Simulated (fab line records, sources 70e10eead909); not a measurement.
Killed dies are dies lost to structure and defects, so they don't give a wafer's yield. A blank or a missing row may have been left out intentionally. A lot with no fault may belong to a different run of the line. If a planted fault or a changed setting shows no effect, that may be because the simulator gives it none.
Comparing a struck lot with a sound one	flow nand harc	17 out of 1159 route steps
Sound: wafers L248.1, L248.2, L248.6. Struck: wafers L263.5, L263.6 (left out: L263.1, a lot-mate that was not struck); the cause follows at the end.
Per side, at each step with rows, come the tool, then ch with its chambers, and then its first start. Under that, the readings that differ: sound wafers	struck wafers	difference of the means	sigmas: that difference in standard deviations of wafers without a fault.
alike: readings whose means differ by less than 2 such deviations, and words and numbers that are the same on both sides. not compared: withheld readings, readings that some wafer has no value for, bounds like >300 that may hide the same value, and numbers for which the record gives no deviation and whose values overlap.
The two part at a step that has a row with sigmas, a row that says differs or no value, or rows on one side only. Non-overlapping numbers with no deviation appear without sigmas and do not part them. A reading that every wafer of one side lacks parts them only if that side has two wafers or more.

first, 1 step without rows for these wafers: NHARC_P_M2_ETCH_35 (etches the open film in N2/H2, target depth 40 nm, overetch 12 nm, time 43.94 s).
NHARC_P_M2_ETCH_15: etches the open film in C4F8/Ar, target depth 182.5 nm, time 91.2 s.
  sound on rie diel-09 ch 0,1,3; struck on rie diel-09 ch 0,3
  alike: bias w, oes product au, rf vpp V
  not compared: rf hours counter h
NHARC_P_M2_CD_MEAS_16:
  sound on cd sem-02 at day 6 01:31; struck on cd sem-02 at day 11 01:08
  alike: cd nm
NHARC_P_M2_STRIP_18: strips in N2/H2.
  sound on rie diel-11 ch 0,3, day 6 01:37; struck on rie diel-09 ch 2,3, day 11 01:16
reading	sound	struck	difference	sigmas
showerhead plenum p Torr (Torr)	1.95 1.92 1.95	2.18 2.13	+0.22	+2
  alike: drypump motor current A, h2 flow sccm, oes product au, rf vpp V, throttle valve pct
  not compared: rf hours counter h
then, 4 steps without rows for these wafers: NHARC_P_M2_ETCH_28 (etches the open film in CF4/N2, target depth 30 nm, time 72.99 s); NHARC_P_M2_STRIP_19 (strips in post etch residue remover, time 600 s); NHARC_P_M2_DEGAS_29 (time 60 s); NHARC_P_M2_PRE_CLEAN_30 (time 30 s).
NHARC_P_M2_PVD_20: deposits TaN, target thk 5 nm, time 8.06 s.
  sound on pvd sputter-03; struck on pvd sputter-02
  alike: chamber pressure pa, throttle valve pct
then, 2 steps without rows for these wafers: NHARC_P_M2_PVD_21 (deposits Cu, target thk 30 nm, time 20.49 s); NHARC_P_M2_ECD_22 (material Cu, target thk 400 nm).
NHARC_P_M2_ANNEAL_31: time 90 s.
  sound on rtp anneal-01 ch 0, day 6 02:58; struck on rtp anneal-01 ch 0, day 11 02:40
  alike: wafer_temp_C_max
NHARC_P_M2_CMP_23: polishes, t overpolish 20 s, target thk 144.3 nm.
  sound on cmp-04 ch 0,1, day 6 03:18; struck on cmp-03 ch 1,2, day 11 03:01
reading	sound	struck	difference	sigmas
time to endpoint s (s)	29.8 28.1 29.4	37.3 36.8	+7.9	+3
  alike: motor current A, slurry filter dp kPa
NHARC_P_M2_THK_MEAS_24: measures by xrf.
  sound on film metro-02 at day 6 03:37; struck on film metro-02 at day 11 03:20
reading	sound	struck	difference	sigmas
thk nm (nm)	142.8 143.9 143.5	150.5 150.4	+7.0	+5
next, for these wafers, 1 step has no rows: NHARC_P_M2_SRD_25.
NHARC_P_M2_INSPECT_27:
  sound on defect inspect-02 at day 6 03:47; struck on defect inspect-02 at day 11 03:29
reading	sound	struck	difference	sigmas
raw defect count	253 272 574	4492 4575	+4167	+28
NHARC_P_M2_PRE_CLEAN_32: time 12 s.
  sound on pecvd-02 ch 0,2, day 6 03:51; struck on pecvd-04 ch 0,1, day 11 03:34
  alike: heater power w

WHERE THEY PART
Earliest at NHARC_P_M2_STRIP_18; latest, in this record, at NHARC_P_M2_INSPECT_27. Later steps at which nothing parts them and some readings are alike: NHARC_P_M2_PRE_CLEAN_32.

WHY: whatever the simulator had introduced
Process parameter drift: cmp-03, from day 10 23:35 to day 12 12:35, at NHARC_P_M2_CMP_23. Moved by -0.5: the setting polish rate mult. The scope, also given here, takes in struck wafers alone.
